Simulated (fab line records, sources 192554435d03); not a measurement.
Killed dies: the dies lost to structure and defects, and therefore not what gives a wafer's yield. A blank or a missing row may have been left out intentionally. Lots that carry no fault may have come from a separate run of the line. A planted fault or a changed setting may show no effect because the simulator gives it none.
Which tool was responsible? / flow n5 finfet / 12 lots, 32 wafers sampled, at 5 steps of a route of 1938

## WHAT THE GAUGES SHOWED, per wafer
N5_MIM_BOT_LITHO_OVL_MEAS_11.
lot=L580; measured=day 11 23:13; on=overlay-01; MIM_BOT_OVL (nm)=3 9 5
lot=L581; measured=day 12 12:59; on=overlay-01; MIM_BOT_OVL (nm)=10 0
lot=L583; measured=day 12 20:02; on=overlay-02; MIM_BOT_OVL (nm)=-1 4 0
lot=L584; measured=day 13 01:07; on=overlay-02; MIM_BOT_OVL (nm)=1 2 8
lot=L585; measured=day 14 02:13; on=overlay-02; MIM_BOT_OVL (nm)=-1 4 3
lot=L587; measured=day 14 03:30; on=overlay-02; MIM_BOT_OVL (nm)=10 2
lot=L589; measured=day 14 11:36; on=overlay-01; MIM_BOT_OVL (nm)=4 4
lot=L592; measured=day 15 03:14; on=overlay-02; MIM_BOT_OVL (nm)=-3 -6
lot=L595; measured=day 16 01:26; on=overlay-01; MIM_BOT_OVL (nm)=5 0 5
lot=L599; measured=day 16 23:03; on=overlay-02; MIM_BOT_OVL (nm)=3 -5 5
lot=L603; measured=day 17 23:46; on=overlay-01; MIM_BOT_OVL (nm)=3 0 -7
lot=L602; measured=day 18 04:30; on=overlay-01; MIM_BOT_OVL (nm)=-5 3 -2

N5_MIM_BOT_LITHO_INSPECT_12: inspects for defects (macro).
lot=L580; measured=day 11 23:15; on=defect inspect-02; raw defect count=3 2 4
lot=L581; measured=day 12 13:00; on=defect inspect-02; raw defect count=2 3
lot=L583; measured=day 12 20:04; on=defect inspect-01; raw defect count=1 1 0
lot=L584; measured=day 13 01:09; on=defect inspect-02; raw defect count=0 1 4
lot=L585; measured=day 14 02:14; on=defect inspect-02; raw defect count=3 1 3
lot=L587; measured=day 14 03:31; on=defect inspect-02; raw defect count=5 2
lot=L589; measured=day 14 11:38; on=defect inspect-01; raw defect count=2 0
lot=L592; measured=day 15 03:16; on=defect inspect-01; raw defect count=2 4
lot=L595; measured=day 16 01:28; on=defect inspect-02; raw defect count=0 2 2
lot=L599; measured=day 16 23:05; on=defect inspect-02; raw defect count=2 2 3
lot=L603; measured=day 17 23:47; on=defect inspect-02; raw defect count=1 2 3
lot=L602; measured=day 18 04:32; on=defect inspect-01; raw defect count=0 1 2

N5_PASSIVATION_CD_MEAS_10: target cd 3000 nm.
lot=L580; measured=day 12 01:52; on=cd sem-01; cd nm (nm)=2996 2993 2996
lot=L581; measured=day 12 16:46; on=cd sem-03; cd nm (nm)=2996 2995
lot=L583; measured=day 12 21:44; on=cd sem-01; cd nm (nm)=2996 3004 2995
lot=L584; measured=day 13 02:52; on=cd sem-02; cd nm (nm)=3000 3004 3003
lot=L585; measured=day 14 04:32; on=cd sem-03; cd nm (nm)=2999 2998 2994
lot=L587; measured=day 14 05:05; on=cd sem-03; cd nm (nm)=2998 3002
lot=L589; measured=day 14 13:18; on=cd sem-01; cd nm (nm)=3003 3001
lot=L592; measured=day 15 04:49; on=cd sem-02; cd nm (nm)=3001 2996
lot=L595; measured=day 16 06:18; on=cd sem-03; cd nm (nm)=2996 3012 2998
lot=L599; measured=day 17 00:44; on=cd sem-02; cd nm (nm)=3017 2995 2997
lot=L603; measured=day 18 01:47; on=cd sem-02; cd nm (nm)=2999 2994 2998
lot=L602; measured=day 18 06:56; on=cd sem-02; cd nm (nm)=2999 2997 2998

## WHAT TOOL EACH LOT RAN ON (gives the tool, then ch and the chambers of the sampled wafers, and finally the start)
lot=L580; N5_MIM_TOP_LITHO_DESCUM_10=rie diel-03 ch 0,2,3, day 11 22:33; N5_PASSIVATION_EXPOSE_07=krf scanner-02 ch 0, day 12 01:41
lot=L581; N5_MIM_TOP_LITHO_DESCUM_10=rie diel-03 ch 0,1, day 12 12:03; N5_PASSIVATION_EXPOSE_07=krf scanner-02 ch 0, day 12 16:35
lot=L583; N5_MIM_TOP_LITHO_DESCUM_10=rie diel-03 ch 1,2,3, day 12 19:11; N5_PASSIVATION_EXPOSE_07=krf scanner-01 ch 0, day 12 21:34
lot=L584; N5_MIM_TOP_LITHO_DESCUM_10=rie diel-01 ch 0,1,2, day 13 00:19; N5_PASSIVATION_EXPOSE_07=krf scanner-02 ch 0, day 13 02:41
lot=L585; N5_MIM_TOP_LITHO_DESCUM_10=rie diel-02 ch 0,3, day 14 01:30; N5_PASSIVATION_EXPOSE_07=krf scanner-01 ch 0, day 14 04:22
lot=L587; N5_MIM_TOP_LITHO_DESCUM_10=rie diel-01 ch 0,1, day 14 02:47; N5_PASSIVATION_EXPOSE_07=krf scanner-02 ch 0, day 14 04:55
lot=L589; N5_MIM_TOP_LITHO_DESCUM_10=rie diel-01 ch 1,2, day 14 10:58; N5_PASSIVATION_EXPOSE_07=krf scanner-02 ch 0, day 14 13:08
lot=L592; N5_MIM_TOP_LITHO_DESCUM_10=rie diel-02 ch 2,3, day 15 02:17; N5_PASSIVATION_EXPOSE_07=krf scanner-02 ch 0, day 15 04:38
lot=L595; N5_MIM_TOP_LITHO_DESCUM_10=rie diel-01 ch 0,2, day 16 00:38; N5_PASSIVATION_EXPOSE_07=krf scanner-01 ch 0, day 16 06:07
lot=L599; N5_MIM_TOP_LITHO_DESCUM_10=rie diel-02 ch 1,2,3, day 16 22:20; N5_PASSIVATION_EXPOSE_07=krf scanner-01 ch 0, day 17 00:34
lot=L603; N5_MIM_TOP_LITHO_DESCUM_10=rie diel-01 ch 2,3, day 17 22:58; N5_PASSIVATION_EXPOSE_07=krf scanner-02 ch 0, day 18 01:38
lot=L602; N5_MIM_TOP_LITHO_DESCUM_10=rie diel-01 ch 0,1,2, day 18 03:47; N5_PASSIVATION_EXPOSE_07=krf scanner-02 ch 0, day 18 06:46
- N5_MIM_TOP_LITHO_DESCUM_10: chemistry O2, time 7.9 s.
- N5_PASSIVATION_EXPOSE_07: exposes mask TV, defocus 0 nm, target cd 3000 nm.

## WHAT THE TOOLS THEMSELVES READ (means of the sampled wafers that have a number; where no wafer has one, the mark that the record gives instead)
N5_MIM_TOP_LITHO_DESCUM_10.
lot=L580; tool=rie diel-03; drypump motor current A (A)=5.7; o2 flow sccm (sccm)=224.9; oes product au (a.u.)=0.83; rf vpp V (V)=243.9; showerhead plenum p Torr (Torr)=2.16; throttle valve pct (%)=20.45
lot=L581; tool=rie diel-03; drypump motor current A (A)=5.8; o2 flow sccm (sccm)=224.9; oes product au (a.u.)=0.91; rf vpp V (V)=244.4; showerhead plenum p Torr (Torr)=2.12; throttle valve pct (%)=20.01
lot=L583; tool=rie diel-03; drypump motor current A (A)=5.9; o2 flow sccm (sccm)=225.5; oes product au (a.u.)=0.80; rf vpp V (V)=242.8; showerhead plenum p Torr (Torr)=2.10; throttle valve pct (%)=20.36
lot=L584; tool=rie diel-01; drypump motor current A (A)=5.7; o2 flow sccm (sccm)=225.4; oes product au (a.u.)=0.74; rf vpp V (V)=243.4; showerhead plenum p Torr (Torr)=2.09; throttle valve pct (%)=20.46
lot=L585; tool=rie diel-02; drypump motor current A (A)=5.9; o2 flow sccm (sccm)=225.9; oes product au (a.u.)=0.81; rf vpp V (V)=243.8; showerhead plenum p Torr (Torr)=2.13; throttle valve pct (%)=20.22
lot=L587; tool=rie diel-01; drypump motor current A (A)=5.9; o2 flow sccm (sccm)=225.1; oes product au (a.u.)=0.69; rf vpp V (V)=242.2; showerhead plenum p Torr (Torr)=2.11; throttle valve pct (%)=20.51
lot=L589; tool=rie diel-01; drypump motor current A (A)=5.6; o2 flow sccm (sccm)=224.6; oes product au (a.u.)=0.75; rf vpp V (V)=242.7; showerhead plenum p Torr (Torr)=2.05; throttle valve pct (%)=20.48
lot=L592; tool=rie diel-02; drypump motor current A (A)=5.8; o2 flow sccm (sccm)=224.8; oes product au (a.u.)=0.77; rf vpp V (V)=243.6; showerhead plenum p Torr (Torr)=2.15; throttle valve pct (%)=20.38
lot=L595; tool=rie diel-01; drypump motor current A (A)=5.6; o2 flow sccm (sccm)=224.7; oes product au (a.u.)=0.71; rf vpp V (V)=243.3; showerhead plenum p Torr (Torr)=2.10; throttle valve pct (%)=20.48
lot=L599; tool=rie diel-02; drypump motor current A (A)=5.9; o2 flow sccm (sccm)=224.5; oes product au (a.u.)=0.78; rf vpp V (V)=243.5; showerhead plenum p Torr (Torr)=2.15; throttle valve pct (%)=20.31
lot=L603; tool=rie diel-01; drypump motor current A (A)=5.6; o2 flow sccm (sccm)=225.5; oes product au (a.u.)=0.85; rf vpp V (V)=243.6; showerhead plenum p Torr (Torr)=2.10; throttle valve pct (%)=20.55
lot=L602; tool=rie diel-01; drypump motor current A (A)=5.7; o2 flow sccm (sccm)=224.1; oes product au (a.u.)=0.90; rf vpp V (V)=242.7; showerhead plenum p Torr (Torr)=2.07; throttle valve pct (%)=20.27

## THE ANSWER, worked out from the rows above alone
Rule: usual is defined by the lots themselves. The widest of any qualifying gaps counts: lots, ordered by their means at a reading, are off when they make up no more than a third of the lots, leave a main group of 4 or more, and stand apart from it by 3 or more times the standard deviation of that group's means. A main group whose means are all the same, to the digits that the tables above print for the reading, isn't used. A lot without any number at a reading at which 4 lots or more have one is off too. All remaining lots with rows at the step are treated as sound. Order of review: gauges by route order, followed by the tools' own readings, for which a lot's mean as printed above is used. The first step at which some lot is off is used, and at that step the reading that is off furthest; a lot without a number counts as furthest.
Across all readings shown, no lot is off: no conclusion can be drawn from this.

## WHAT HAD BEEN PUT IN BY THE SIMULATOR
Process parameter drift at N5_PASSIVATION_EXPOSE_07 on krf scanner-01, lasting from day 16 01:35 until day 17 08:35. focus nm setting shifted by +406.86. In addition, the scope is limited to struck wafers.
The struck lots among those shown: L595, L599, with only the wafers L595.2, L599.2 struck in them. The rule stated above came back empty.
